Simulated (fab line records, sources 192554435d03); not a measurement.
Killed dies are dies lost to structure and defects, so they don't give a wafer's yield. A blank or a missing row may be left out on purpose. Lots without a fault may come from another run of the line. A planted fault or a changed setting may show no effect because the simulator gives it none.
Chamber matching | flow n5_finfet | N5_BEOL_M13_ETCH_59 on rie_diel-06: 4 sister chambers
The step etches BARC in N2/H2, target depth 89 nm, overetch 26.7 nm, time 67.9 s. 16 wafers are shown with their chamber, then 8 later ones without.

WAFERS WITH THEIR CHAMBER
wafer  | chamber | drypump_motor_current_A (A) | showerhead_plenum_p_Torr (Torr) | throttle_valve_pct (%)
L078.1 | 2       | 6.4                         | 2.42                            | 18.06
L078.3 | 3       | 5.2                         | 2.56                            | 18.22
L078.4 | 1       | 5.2                         | 2.59                            | 17.68
L084.3 | 3       | 5.2                         | 2.56                            | 18.23
L084.5 | 3       | 5.2                         | 2.56                            | 18.23
L084.6 | 0       | 6.4                         | 2.60                            | 17.94
L086.2 | 1       | 5.2                         | 2.59                            | 17.69
L086.3 | 0       | 6.4                         | 2.60                            | 17.94
L086.6 | 1       | 5.2                         | 2.59                            | 17.69
L092.2 | 0       | 6.5                         | 2.60                            | 17.96
L092.3 | 2       | 6.4                         | 2.42                            | 18.08
L092.4 | 1       | 5.2                         | 2.59                            | 17.69
L091.1 | 2       | 6.4                         | 2.41                            | 18.10
L091.3 | 1       | 5.2                         | 2.58                            | 17.70
L091.4 | 3       | 5.2                         | 2.55                            | 18.28
L097.1 | 0       | 6.4                         | 2.59                            | 17.97

SIGNATURES (means of the wafers above)
reading                  | chamber 0 | chamber 1 | chamber 2 | chamber 3 | scatter within a chamber
drypump_motor_current_A  | 6.425     | 5.200     | 6.400     | 5.200     | 0.025
showerhead_plenum_p_Torr | 2.5975    | 2.5880    | 2.4167    | 2.5575    | 0.00497
throttle_valve_pct       | 17.9525   | 17.6900   | 18.0800   | 18.2400   | 0.018
Rule: a wafer's distance from a chamber is the root of the sum, over the readings, of the square of ((its reading less the chamber's mean) divided by the reading's scatter). The wafer belongs to the nearest chamber; if the next one is less than 2 further off, it can't be placed. The scatter: the root of (the sum of the squares of (reading less its chamber's mean) over the shown wafers, divided by (wafers less chambers)).

WAFERS WITHOUT THEIR CHAMBER
wafer  | drypump_motor_current_A (A) | showerhead_plenum_p_Torr (Torr) | throttle_valve_pct (%)
L097.2 | 6.4                         | 2.41                            | 18.09
L097.6 | 5.2                         | 2.55                            | 18.29
L096.1 | 6.4                         | 2.41                            | 18.10
L096.3 | 5.2                         | 2.58                            | 17.72
L096.6 | 6.4                         | 2.59                            | 17.99
L094.1 | 6.4                         | 2.59                            | 17.99
L094.2 | 6.5                         | 2.41                            | 18.12
L094.6 | 5.2                         | 2.58                            | 17.73

WHICH CHAMBER EACH WENT THROUGH
wafer  | from the rows above | in truth
L097.2 | 2                   | 2
L097.6 | 3                   | 3
L096.1 | 2                   | 2
L096.3 | 1                   | 1
L096.6 | 0                   | 0
L094.1 | 0                   | 0
L094.2 | 2                   | 2
L094.6 | 1                   | 1
Placed correctly: 8 of 8. Can't be placed from these rows: 0. Placed wrongly: 0.
